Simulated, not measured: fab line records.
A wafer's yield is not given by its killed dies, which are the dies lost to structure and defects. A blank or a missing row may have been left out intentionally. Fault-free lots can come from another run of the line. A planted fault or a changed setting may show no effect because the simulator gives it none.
fab line records	flow n5-finfet
[record] lots = 6	wafers = 18	last-day = 19
route steps=1938 shown MOL_CONTACT_COAG@529 BEOL_M4@1111 PASSIVATION@1936
lots untouched by any fault: they come from a run of this same line in which no faults occurred
start-h: the number of hours between the record's first day and the start of the first shown wafer of the lot	wait-h: hours since the lot's step before	" repeats the value in the row above	L1.1+2: a single row standing in for several wafers	- no value, or no start was given	* or withheld: withheld	< > ~ a bound
route shown NAME@n: names a module that has steps shown in the file, with the first one's number in the route	usual: mean/standard deviation of fault-free wafers	same: alike in all rows	chamber/n: place in a boat	sites: readings site by site	_std_site: standard deviation of those values	_edge_site: mean of outer sites minus mean of inner sites	radius-mm: for every site, how far away it sits from the centre of the wafer	mask NAME#n: copy n	behind: the last tool/chamber to shape the wafer	hold: cause of the lot's hold/its duration in hours/its outcome	device: the n, p or np transistor that did not switch	end of line: tests run on the same wafers once the route is complete	a step given without rows: its recipe and nothing more	killed: dies lost to structure and defects at the first sort, not the wafer's yield	map: dies across one wafer; x = killed, . = not, _ = none there
set.NAME: setting as actually run; set.NAME@STEP: the setting as run at that earlier step	model.NAME: the simulator's own value behind a step, which no gauge read
certain route steps with their lots: each step a table, each wafer a row
services: from which hour (start-h, from the record's first day; less than 0 if before it) a tool's chamber was out of use, for how many hours, and why
[[steps]]
[step N5_MOL_CONTACT_COAG_DESCUM_13]
[recipe] chemistry = O2	time-s = 7	source-power-w = 50	bias-power-w = 20	pressure-mtorr = 20	rf-frequency-hz = 2.712e+07	temp-c = 40	resist = CAR-EUV	o2-flow-sccm = 225
[usual] bias-power-w = 20.01/0.058	drypump-motor-current-A = 5.7/0.43	oes-product-au = 0.74/0.048	rf-vpp-V = 243.2/1.5	showerhead-plenum-p-Torr = 2.09/0.087	throttle-valve-pct = 20.51/0.25
[same] time-s = 7
lot.wafer	tool	chamber	start-h	wait-h	bias-power-w	drypump-motor-current-A	oes-product-au	rf-hours-counter-h	rf-vpp-V	showerhead-plenum-p-Torr	throttle-valve-pct
L769.2	rie-diel-02	0	116.60	0.3	20.02	5.7	0.70	221	242.2	1.99	20.40
L769.3	"	3	"	"	20.05	4.9	0.73	194	242.2	2.06	20.30
L769.6	"	1	"	"	20.04	5.8	0.74	-	245.5	2.17	20.62
L774.2	rie-diel-05	0	147.97	0.0	20.00	5.6	0.70	195	241.7	2.09	20.90
L774.3	"	3	"	"	19.96	6.1	0.77	149	243.6	2.08	20.41
L774.6	"	3	"	"	19.99	6.1	0.76	-	243.8	2.08	20.43
L776.1	rie-diel-02	2	166.86	0.1	19.99	6.4	0.84	62	245.7	2.23	20.46
L776.3	"	3	"	"	19.97	4.9	0.73	210	243.0	2.05	20.32
L776.4	"	0	"	"	20.05	5.8	0.70	238	241.9	1.98	20.42
L777.1	rie-diel-05	1	168.22	0.3	20.01	6.5	0.67	229	241.8	1.96	20.56
L777.2	"	3	"	"	19.98	6.1	0.77	158	243.3	2.08	20.43
L777.3	"	2	"	"	20.10	5.5	0.73	193	244.5	2.19	20.44
L781.3	rie-diel-02	2	194.90	0.0	19.98	6.4	0.81	72	245.6	2.23	20.46
L781.5	"	1	"	"	19.95	5.8	0.71	-	244.6	2.16	20.65
L781.6	"	2	"	"	19.99	6.4	0.81	-	243.7	2.23	20.44
L785.2	rie-diel-04	1	219.05	0.1	20.08	5.3	0.70	224	244.8	2.18	20.94
L785.3	"	2	"	"	20.00	6.1	0.73	204	241.1	1.98	20.32
L785.6	"	2	"	"	19.91	6.1	0.72	-	242.0	1.98	20.31
[step N5_MOL_CONTACT_COAG_ETCH_59]
[recipe] chemistry = N2/H2	target = underlayer	target-depth-a = 130	mask-material = CAR-EUV	time-s = 10.4	ion-energy-ev = 200	pressure-mtorr = 30	source-w = 840	bias-w = 150	n2-flow-sccm = 200	h2-flow-sccm = 200	ends = cleared
[usual] bias-w = 150.0/0.46	drypump-motor-current-A = 5.7/0.43	etch-rf-on-time-s = 10.6/0.33	oes-product-au = 0.63/0.045	rf-vpp-V = 523.8/2.7	showerhead-plenum-p-Torr = 2.54/0.1	throttle-valve-pct = 17.95/0.26
lot.wafer	tool	chamber	start-h	wait-h	bias-w	drypump-motor-current-A	etch-rf-on-time-s	oes-product-au	rf-hours-counter-h	rf-vpp-V	showerhead-plenum-p-Torr	throttle-valve-pct
L769.2	rie-diel-02	0	116.63	0.0	150.6	5.8	10.7	0.60	221	519.1	2.39	17.77
L769.3	"	3	"	"	149.9	4.9	10.1	0.62	194	523.5	2.54	17.95
L769.6	"	1	"	"	149.7	5.8	10.8	0.62	-	525.6	2.65	18.07
L774.2	rie-diel-05	0	148.01	0.0	149.7	5.6	11.0	0.60	195	524.3	2.54	18.28
L774.3	"	3	"	"	150.1	6.1	10.3	0.65	149	523.9	2.53	17.83
L774.6	"	3	"	"	149.4	6.1	10.3	0.65	-	524.4	2.53	17.83
L776.1	rie-diel-02	2	166.90	0.0	150.2	6.4	10.0	0.74	62	528.0	2.70	17.79
L776.3	"	3	"	"	149.5	4.9	10.0	0.63	210	521.7	2.53	17.99
L776.4	"	0	"	"	150.4	5.8	10.7	0.59	238	521.0	2.39	17.80
L777.1	rie-diel-05	1	168.25	0.0	149.9	6.5	11.1	0.56	229	520.5	2.39	18.06
L777.2	"	3	"	"	149.7	6.1	10.4	0.65	158	522.2	2.53	17.86
L777.3	"	2	"	"	149.7	5.5	10.4	0.63	193	525.8	2.65	17.86
L781.3	rie-diel-02	2	194.94	0.0	149.2	6.4	10.0	0.72	72	527.3	2.70	17.81
L781.5	"	1	"	"	150.4	5.8	11.1	0.59	-	526.2	2.64	18.11
L781.6	"	2	"	"	150.3	6.4	10.1	0.72	-	526.4	2.70	17.83
L785.2	rie-diel-04	1	219.08	0.0	150.4	5.3	11.0	0.59	224	525.5	2.63	18.24
L785.3	"	2	"	"	150.0	6.1	10.5	0.62	204	520.5	2.43	17.95
L785.6	"	2	"	"	149.7	6.1	10.5	0.62	-	521.1	2.43	17.94
[step N5_MOL_CONTACT_COAG_ETCH_105]
[recipe] chemistry = CF4	target = SiARC	target-depth-a = 156	mask-material = CAR-EUV	time-s = 26	ion-energy-ev = 80	pressure-mtorr = 40	source-w = 545	bias-w = 36	Ar_flow_sccm = 100	cf4-flow-sccm = 100	ends = cleared
[usual] bias-w = 36.01/0.11	drypump-motor-current-A = 5.7/0.43	etch-rf-on-time-s = 26.4/0.84	oes-product-au = 0.63/0.044	rf-vpp-V = 183.9/1.2	showerhead-plenum-p-Torr = 2.14/0.077	throttle-valve-pct = 15.70/0.24
lot.wafer	tool	chamber	start-h	wait-h	bias-w	drypump-motor-current-A	etch-rf-on-time-s	oes-product-au	rf-hours-counter-h	rf-vpp-V	showerhead-plenum-p-Torr	throttle-valve-pct
L769.2	rie-diel-02	0	116.65	0.0	35.95	5.8	26.5	0.60	221	184.0	2.03	15.58
L769.3	"	3	"	"	35.98	4.9	25.1	0.63	194	183.5	2.13	15.67
L769.6	"	1	"	"	35.87	5.8	27.0	0.62	-	183.1	2.21	15.76
L774.2	rie-diel-05	0	148.03	0.0	36.18	5.6	27.5	0.60	195	183.7	2.12	15.97
L774.3	"	3	"	"	36.11	6.1	26.0	0.66	149	183.1	2.14	15.71
L774.6	"	3	"	"	36.06	6.1	26.1	0.65	-	183.3	2.14	15.71
L776.1	rie-diel-02	2	166.92	0.0	35.98	6.4	25.1	0.73	62	185.0	2.26	15.52
L776.3	"	3	"	"	35.87	4.9	25.0	0.62	210	184.4	2.12	15.69
L776.4	"	0	"	"	35.94	5.8	27.0	0.59	238	181.8	2.03	15.61
L777.1	rie-diel-05	1	168.27	0.0	35.92	6.5	28.0	0.56	229	184.2	2.03	15.84
L777.2	"	3	"	"	36.02	6.1	26.4	0.64	158	183.9	2.14	15.73
L777.3	"	2	"	"	36.15	5.5	26.1	0.62	193	184.3	2.21	15.48
L781.3	rie-diel-02	2	194.95	0.0	36.10	6.4	25.3	0.72	72	185.6	2.26	15.52
L781.5	"	1	"	"	36.07	5.8	27.1	0.60	-	183.6	2.20	15.79
L781.6	"	2	"	"	36.18	6.4	25.4	0.71	-	183.9	2.26	15.53
L785.2	rie-diel-04	1	219.10	0.0	35.96	5.3	27.7	0.59	224	184.6	2.22	16.09
L785.3	"	2	"	"	36.12	6.1	26.2	0.62	204	182.4	2.04	15.52
L785.6	"	2	"	"	36.11	6.1	26.2	0.62	-	181.8	2.04	15.51
[step N5_MOL_CONTACT_COAG_ETCH_106]
[recipe] chemistry = N2/H2	target = SOC	target-depth-a = 800	overetch-a = 160	mask-material = SiARC	temp-c = 40	time-s = 120	ion-energy-ev = 200	pressure-mtorr = 30	source-w = 840	bias-w = 150	n2-flow-sccm = 200	h2-flow-sccm = 200
[step N5_MOL_CONTACT_COAG_STRIP_107]
[recipe] chemistry = N2/H2	temp-c = 40	n2-flow-sccm = 200	h2-flow-sccm = 200	rf-frequency-hz = 6e+07
[step N5_MOL_CONTACT_COAG_STRIP_108]
[recipe] chemistry = N2/H2	temp-c = 40	n2-flow-sccm = 200	h2-flow-sccm = 200	rf-frequency-hz = 6e+07
[step N5_MOL_CONTACT_COAG_CONTACT_ETCH_14]
[recipe] chemistry = C4F6/O2	target = SiO2	target-depth-a = 275	overetch-a = 85	mask-material = SOC	pressure-mtorr = 30	source-w = 370	bias-w = 185	Ar_flow_sccm = 300	C4F6_flow_sccm = 16	O2_flow_sccm = 10	time-s = 20	ion-energy-ev = 259.6
[step N5_MOL_CONTACT_COAG_STRIP_109]
[recipe] chemistry = C4F6/O2	resist = SiARC	rf-frequency-hz = 6e+07
[step N5_MOL_CONTACT_COAG_ETCH_15]
[recipe] chemistry = CH3F/O2	target = SiNx	target-depth-a = 70	mask-material = SOC	stop-on = Si:P	over-etch-frac = 0.75	ion-energy-ev = 120	pressure-mtorr = 30	source-w = 395	bias-w = 73	Ar_flow_sccm = 150	CH3F_flow_sccm = 30	O2_flow_sccm = 20
[usual] bias-w = 73.00/0.23	drypump-motor-current-A = 5.7/0.43	oes-product-au = 0.54/0.032	rf-vpp-V = 299/5.4	showerhead-plenum-p-Torr = 2.00/0.075	throttle-valve-pct = 16.42/0.25
lot.wafer	tool	chamber	start-h	wait-h	bias-w	drypump-motor-current-A	oes-product-au	rf-hours-counter-h	rf-vpp-V	showerhead-plenum-p-Torr	throttle-valve-pct
L769.2	rie-diel-02	0	116.81	0.0	73.08	5.8	0.53	221	298	1.90	16.33
L769.3	"	3	"	"	72.99	4.9	0.53	194	306	1.97	16.32
L769.6	"	1	"	"	72.77	5.8	0.54	-	296	2.06	16.47
L774.2	rie-diel-05	0	148.19	0.0	73.26	5.6	0.53	195	307	1.98	16.72
L774.3	"	3	"	"	73.49	6.1	0.55	149	297	2.00	16.42
L774.6	"	3	"	"	73.01	6.1	0.56	-	299	2.00	16.43
L776.1	rie-diel-02	2	167.08	0.0	73.38	6.4	0.60	62	305	2.12	16.23
L776.3	"	3	"	"	73.36	4.9	0.52	210	306	1.97	16.33
L776.4	"	0	"	"	72.85	5.8	0.52	238	299	1.89	16.35
L777.1	rie-diel-05	1	168.44	0.0	73.14	6.5	0.50	229	297	1.90	16.60
L777.2	"	3	"	"	73.54	6.1	0.55	158	299	2.00	16.43
L777.3	"	2	"	"	72.90	5.5	0.54	193	300	2.06	16.16
L781.3	rie-diel-02	2	195.12	0.0	73.11	6.4	0.61	72	306	2.12	16.26
L781.5	"	1	"	"	73.06	5.8	0.53	-	295	2.06	16.52
L781.6	"	2	"	"	72.88	6.4	0.60	-	305	2.12	16.26
L785.2	rie-diel-04	1	219.26	0.0	72.86	5.3	0.52	224	299	2.07	16.82
L785.3	"	2	"	"	72.74	6.1	0.53	204	293	1.91	16.31
L785.6	"	2	"	"	72.68	6.1	0.53	-	291	1.91	16.31
[step N5_MOL_CONTACT_COAG_ETCH_110]
[recipe] chemistry = CF4/O2	target = Si	target-depth-a = 25	time-s = 8	pressure-mtorr = 100	source-w = 200	bias-w = 12	ion-energy-ev = 60	Ar_flow_sccm = 100	cf4-flow-sccm = 100	O2_flow_sccm = 10
[step N5_MOL_CONTACT_COAG_STRIP_98]
[recipe] chemistry = N2/H2	power-w = 500	temp-c = 40	pressure-mtorr = 50	rf-frequency-hz = 6e+07	overash-fraction = 0.3	bias-power-w = 8	h2-frac = 0.5	n2-flow-sccm = 300	h2-flow-sccm = 300
[usual] bias-power-w = 8.000/0.026	drypump-motor-current-A = 5.8/0.43	oes-product-au = 0.74/0.048	rf-vpp-V = 54.1/1.6	showerhead-plenum-p-Torr = 3.36/0.13	throttle-valve-pct = 18.98/0.28
lot.wafer	tool	chamber	start-h	wait-h	bias-power-w	drypump-motor-current-A	oes-product-au	rf-hours-counter-h	rf-vpp-V	showerhead-plenum-p-Torr	throttle-valve-pct
L769.2	rie-diel-02	0	116.92	0.0	8.046	5.8	0.71	221	54.3	3.17	18.94
L769.3	"	3	"	"	8.008	4.9	0.74	194	52.7	3.35	18.98
L769.6	"	1	"	"	7.972	5.8	0.73	-	53.3	3.49	19.07
L774.2	rie-diel-05	0	148.30	0.0	7.994	5.6	0.70	195	53.8	3.36	19.16
L774.3	"	3	"	"	7.969	6.1	0.76	149	50.5	3.35	18.74
L774.6	"	3	"	"	7.976	6.1	0.76	-	53.7	3.35	18.72
L776.1	rie-diel-02	2	167.19	0.0	8.025	6.4	0.84	62	56.7	3.56	18.79
L776.3	"	3	"	"	8.060	4.9	0.72	210	53.5	3.34	18.99
L776.4	"	0	"	"	8.064	5.7	0.70	238	52.6	3.16	18.97
L777.1	rie-diel-05	1	168.55	0.0	7.981	6.5	0.66	229	55.3	3.17	19.26
L777.2	"	3	"	"	8.013	6.1	0.75	158	54.9	3.34	18.73
L777.3	"	2	"	"	7.984	5.5	0.73	193	52.3	3.49	19.04
L781.3	rie-diel-02	2	195.23	0.0	8.008	6.4	0.82	72	54.3	3.55	18.84
L781.5	"	1	"	"	8.047	5.8	0.70	-	54.8	3.48	19.10
L781.6	"	2	"	"	8.014	6.4	0.82	-	55.5	3.55	18.85
L785.2	rie-diel-04	1	219.37	0.0	7.971	5.3	0.71	224	54.0	3.46	19.19
L785.3	"	2	"	"	7.978	6.1	0.73	204	52.1	3.22	19.11
L785.6	"	2	"	"	7.966	6.0	0.73	-	56.8	3.22	19.13
[step N5_MOL_CONTACT_COAG_CD_MEAS_99]
[recipe] target-cd-nm = 17.2	polarity = opening
[usual] cd-nm = 17.1/0.42
lot.wafer	tool	chamber	start-h	wait-h	cd-nm
L769.2	cd-sem-01	-	116.99	-	16.9
L769.3	"	-	"	"	17.5
L769.6	"	-	"	"	16.8
L774.2	cd-sem-03	-	148.37	-	17.2
L774.3	"	-	"	"	17.8
L774.6	"	-	"	"	16.5
L776.1	cd-sem-01	-	167.26	-	16.8
L776.3	"	-	"	"	17.2
L776.4	"	-	"	"	16.6
L777.1	cd-sem-03	-	168.62	-	17.8
L777.2	"	-	"	"	17.7
L777.3	"	-	"	"	17.3
L781.3	cd-sem-03	-	195.30	-	17.5
L781.5	"	-	"	"	17.2
L781.6	"	-	"	"	16.7
L785.2	cd-sem-03	-	219.44	-	16.5
L785.3	"	-	"	"	17.4
L785.6	"	-	"	"	16.9
[step N5_MOL_CONTACT_COAG_IMPLANT_129]
[recipe] species = Ge	energy-kev = 3	dose-cm2 = 6e+14	tilt-deg = 0	rotation-deg = 0
[usual] beam-on-s = 38.4/0.86	dose-ions-cm2 = 6e+14/5.9e+11
lot.wafer	tool	chamber	start-h	wait-h	beam-on-s	dose-ions-cm2
L769.2	implanter-02	0	117.06	0.1	38.1	5.993e+14
L769.3	"	0	"	"	39.4	5.997e+14
L769.6	"	0	"	"	38.8	5.995e+14
L774.2	implanter-02	0	148.44	0.1	20.3	3.17e+14
L774.3	"	0	"	"	20.1	3.166e+14
L774.6	"	0	"	"	20.4	3.181e+14
L776.1	implanter-02	0	167.29	0.0	20.3	3.178e+14
L776.3	"	0	"	"	19.9	3.175e+14
L776.4	"	0	"	"	20.6	3.173e+14
L777.1	implanter-01	0	168.65	0.0	38.6	6.009e+14
L777.2	"	0	"	"	38.9	5.997e+14
L777.3	"	0	"	"	37.6	6.002e+14
L781.3	implanter-01	0	195.39	0.1	38.5	5.991e+14
L781.5	"	0	"	"	38.7	6.002e+14
L781.6	"	0	"	"	36.5	5.986e+14
L785.2	implanter-01	0	219.51	0.1	39.2	6.003e+14
L785.3	"	0	"	"	39.2	6.004e+14
L785.6	"	0	"	"	38.4	5.997e+14
[step N5_MOL_CONTACT_COAG_PRECLEAN_111]
[recipe] chemistry = NF3:NH3	afs-cycles = 1	temp-c = 30	time-s = 20	sublimation-temp-c = 180	sublimation-time-s = 60	pressure-torr = 3	rf-power-w = 30
[step N5_BEOL_M4_RC_MEAS_101]
[usual] DIBL_N = 36.6/1.9	DIBL_P = 36.7/2.2	IOFF_N = 0.16/0.035	IOFF_P = 0.22/0.038	ION_N = 672/14	ION_P = 462/8.3	SS_N = 71.6/0.65	SS_P = 73.5/0.72	VT_N = 250/3.5	VT_P = -250/3.1
lot.wafer	tool	chamber	start-h	wait-h	DIBL_N[mV/V]	DIBL_P[mV/V]	IOFF_N[nA/um]	IOFF_P[nA/um]	ION_N[uA/um]	ION_P[uA/um]	SS_N[mV/dec]	SS_P[mV/dec]	VT_N[mV]	VT_P[mV]
L769.2	prober-02	0	223.06	0.2	40.4	41.0	0.23	0.28	669	458	72.8	73.7	247	-247
L769.3	"	0	"	"	31.4	31.7	0.08	0.14	641	456	70.6	72.0	259	-252
L769.6	"	0	"	"	38.7	39.8	0.19	0.27	682	472	72.1	74.0	246	-245
L774.2	prober-02	0	257.43	0.2	35.7	35.1	0.15	0.19	672	456	71.8	73.1	254	-252
L774.3	"	0	"	"	38.4	37.6	0.20	0.24	659	452	72.4	74.7	250	-252
L774.6	"	0	"	"	35.8	34.9	0.16	0.19	674	457	72.3	73.1	254	-254
L776.1	prober-01	0	257.52	0.0	36.8	34.5	0.15	0.22	672	464	71.9	73.1	252	-247
L776.3	"	0	"	"	35.7	33.8	0.13	0.21	662	464	71.1	72.9	253	-248
L776.4	"	0	"	"	37.9	35.3	0.16	0.23	656	454	71.9	73.7	251	-247
L777.1	prober-01	0	271.92	0.0	36.7	36.6	0.16	0.21	663	456	72.2	73.3	249	-252
L777.2	"	0	"	"	35.8	35.7	0.15	0.20	681	470	71.4	73.1	248	-252
L777.3	"	0	"	"	34.7	34.2	0.13	0.18	677	462	71.1	73.0	253	-253
L781.3	prober-02	0	293.45	0.3	35.8	37.5	0.17	0.23	675	468	71.0	73.6	252	-250
L781.5	"	0	"	"	37.8	39.9	0.21	0.29	677	461	72.5	75.2	246	-245
L781.6	"	0	"	"	37.3	38.7	0.21	0.25	683	468	72.3	74.0	245	-246
L785.2	prober-02	0	326.46	0.2	37.6	36.4	0.17	0.23	691	474	71.6	72.2	250	-249
L785.3	"	0	"	"	36.2	34.1	0.14	0.19	658	453	71.8	72.1	253	-253
L785.6	"	0	"	"	39.4	38.0	0.21	0.27	677	462	72.8	73.4	247	-249
[step N5_PASSIVATION_PROBE_49]
[usual] defect-limited-yield = 91.6/1.4	killed_at_M0_to_M3 = 35/10	killed_at_M4_up = 13/4.8	killed-at-contacts = 12/7.2	killed-at-front-end = 36/12	killed-at-other = 4/3.1	killed-dies = 100/17	killed-open = 66/13	killed-short = 32/7.3	sort_bin_5_function = 5.0/0.94	sort_bin_6_memory = 3.1/0.67	sort_bin_8_speed = 0.01/0.047	sort-n-pass = 1080/17
[same] gross-dies = 1180	killed-at-back-side = 0	sort_bin_4_leakage[%] = 0
lot.wafer	tool	chamber	start-h	wait-h	defect-limited-yield[%]	killed_at_M0_to_M3	killed_at_M4_up	killed-at-contacts	killed-at-front-end	killed-at-other	killed-dies	killed-open	killed-short	sort_bin_5_function[%]	sort_bin_6_memory[%]	sort_bin_8_speed[%]	sort-n-pass
L769.2	prober-02	-	356.07	0.1	89.7	63	7	24	23	5	122	73	48	5.6	4.4	0	1058
L769.3	prober-02	-	356.12	0.1	93.6	21	8	29	17	1	76	52	24	3.6	2.6	0.25	1101
L769.6	prober-02	-	356.27	0.3	91.9	24	11	33	25	3	96	68	26	5.1	3.0	0	1084
L781.3	prober-01	-	409.24	0.1	93.1	48	10	8	16	0	82	56	26	4.6	2.2	0	1098
L781.5	prober-01	-	409.34	0.2	93.5	31	5	9	30	2	77	55	22	4.3	1.8	0	1103
L781.6	prober-01	-	409.39	0.3	92.3	27	12	13	38	1	91	63	28	4.2	3.0	0	1089
L785.2	prober-02	-	443.75	0.1	92.0	33	7	8	45	1	94	57	36	4.4	3.3	0	1086
L785.3	prober-02	-	443.80	0.1	92.7	16	14	14	42	0	86	43	41	4.1	3.0	0	1094
L785.6	prober-02	-	443.95	0.3	89.7	28	14	12	66	1	121	84	35	6.4	3.6	0	1059
// killed by level:class
L769.2 BEOL_M0_SAQP:geometric-particle:short=23 MOL_CONTACT_COAG:geometric-particle:open=20 BEOL_M0_SAQP:geometric-particle:open=13 BEOL_M2:geometric-particle:open=12 STI_FIN_REVEAL:geometric-particle:open=6 BEOL_M1:geometric-particle:open=5 MOL_CONTACT_COAG:geometric-particle:short=4 BEOL_M3:geometric-particle:open=4
L769.3 MOL_CONTACT_COAG:geometric-particle:open=24 BEOL_M0_SAQP:geometric-particle:short=9 BEOL_M0_SAQP:geometric-particle:open=7 MOL_CONTACT_COAG:geometric-particle:short=5 FIN_SAQP:geometric-particle:short=4 STI_FIN_REVEAL:geometric-particle:open=4 BEOL_M2:geometric-particle:short=3 FIN_SAQP:geometric-particle:open=2
L769.6 MOL_CONTACT_COAG:geometric-particle:open=26 STI_FIN_REVEAL:geometric-particle:open=10 BEOL_M2:geometric-particle:open=8 MOL_CONTACT_COAG:geometric-particle:short=7 BEOL_M0_SAQP:geometric-particle:short=6 BEOL_M3:geometric-particle:open=6 FIN_SAQP:geometric-particle:short=5 FIN_SAQP:geometric-particle:open=4
L781.3 BEOL_M0_SAQP:geometric-particle:short=11 BEOL_M0_SAQP:geometric-particle:open=11 BEOL_M3:geometric-particle:open=10 BEOL_M1:geometric-particle:open=7 MOL_CONTACT_COAG:geometric-particle:open=6 GATE_CUT:geometric-particle:short=5 BEOL_M2:geometric-particle:open=5 BEOL_M4:geometric-particle:open=3
L781.5 BEOL_M0_SAQP:geometric-particle:open=10 BEOL_M1:geometric-particle:open=8 MOL_CONTACT_COAG:geometric-particle:open=7 FIN_SAQP:geometric-particle:short=6 FIN_SAQP:geometric-particle:open=6 DUMMY_GATE:geometric-particle:open=6 BEOL_M0_SAQP:geometric-particle:short=6 STI_FIN_REVEAL:geometric-particle:open=5
L781.6 STI_FIN_REVEAL:geometric-particle:open=15 MOL_CONTACT_COAG:geometric-particle:open=11 BEOL_M0_SAQP:geometric-particle:open=10 BEOL_M0_SAQP:geometric-particle:short=7 GATE_CUT:geometric-particle:open=3 GATE_CUT:geometric-particle:short=3 BEOL_M3:geometric-particle:open=3 BEOL_M3:geometric-particle:short=3
L785.2 FIN_SAQP:geometric-particle:short=10 BEOL_M1:geometric-particle:open=10 FIN_SAQP:geometric-particle:open=9 BEOL_M0_SAQP:geometric-particle:short=9 STI_FIN_REVEAL:geometric-particle:open=8 MOL_CONTACT_COAG:geometric-particle:open=8 BEOL_M0_SAQP:geometric-particle:open=5 STI_FIN_REVEAL:geometric-particle:short=4
L785.3 FIN_SAQP:geometric-particle:short=12 MOL_CONTACT_COAG:geometric-particle:open=11 GATE_CUT:geometric-particle:short=7 BEOL_M1:geometric-particle:open=6 BEOL_M4:geometric-particle:open=5 BEOL_M4:geometric-particle:short=4 FIN_SAQP:geometric-particle:open=3 MOL_CONTACT_COAG:geometric-particle:short=3
L785.6 FIN_SAQP:geometric-particle:open=20 FIN_SAQP:geometric-particle:short=16 STI_FIN_REVEAL:geometric-particle:open=12 MOL_CONTACT_COAG:geometric-particle:open=9 BEOL_M4:geometric-particle:open=9 BEOL_M1:geometric-particle:open=8 BEOL_M0_SAQP:geometric-particle:open=7 BEOL_M2:geometric-particle:open=6
[[services]]
tool	chamber	start-h	hours	kind
implanter-02	-	108.62	3.7	pm
rie-diel-05	-	117.75	0.6	repair
implanter-02	-	120.52	3.8	pm
rie-diel-05	-	126.84	0.3	repair
rie-diel-04	0	146.11	2.5	repair
implanter-02	-	185.95	0.8	repair
implanter-01	-	198.77	2.5	pm
rie-diel-02	0	205.33	-	clean
rie-diel-02	0	205.33	-	consumable-replace:focus-ring
rie-diel-02	0	205.33	-	consumable-replace:showerhead
rie-diel-02	0	205.33	23.1	scheduled-down
rie-diel-02	0	205.33	23.1	vent-cycle
[[key]]
[first-sign] step = N5_MOL_CONTACT_COAG_IMPLANT_129	reading = dose-ions-cm2	direction = down	sigmas = 99+	usual = 6e+14	struck = 3.174e+14
[effect] step = N5_MOL_CONTACT_COAG_IMPLANT_129	reading = beam-on-s	direction = down	sigmas = 21	usual = 38.4	struck = 20.3
met-at N5_MOL_CONTACT_COAG_IMPLANT_129
struck-wafers L774.2,L774.3,L774.6,L776.1,L776.3,L776.4
rows-end L774.2,L774.3,L774.6,L776.1,L776.3,L776.4
onset-between 117.06 148.44
[fault] kind = process-parameter-drift	tool = implanter-02	chamber = -	onset-h = 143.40	steps = N5_MOL_CONTACT_COAG_IMPLANT_129	channel = dose-cm2	offset = -2.8267e+14	shape = step	acts-in = these-recipes-only	stated = 6e+14
// rows-end: these wafers met a further fault down the route, and their rows from its step on are left out
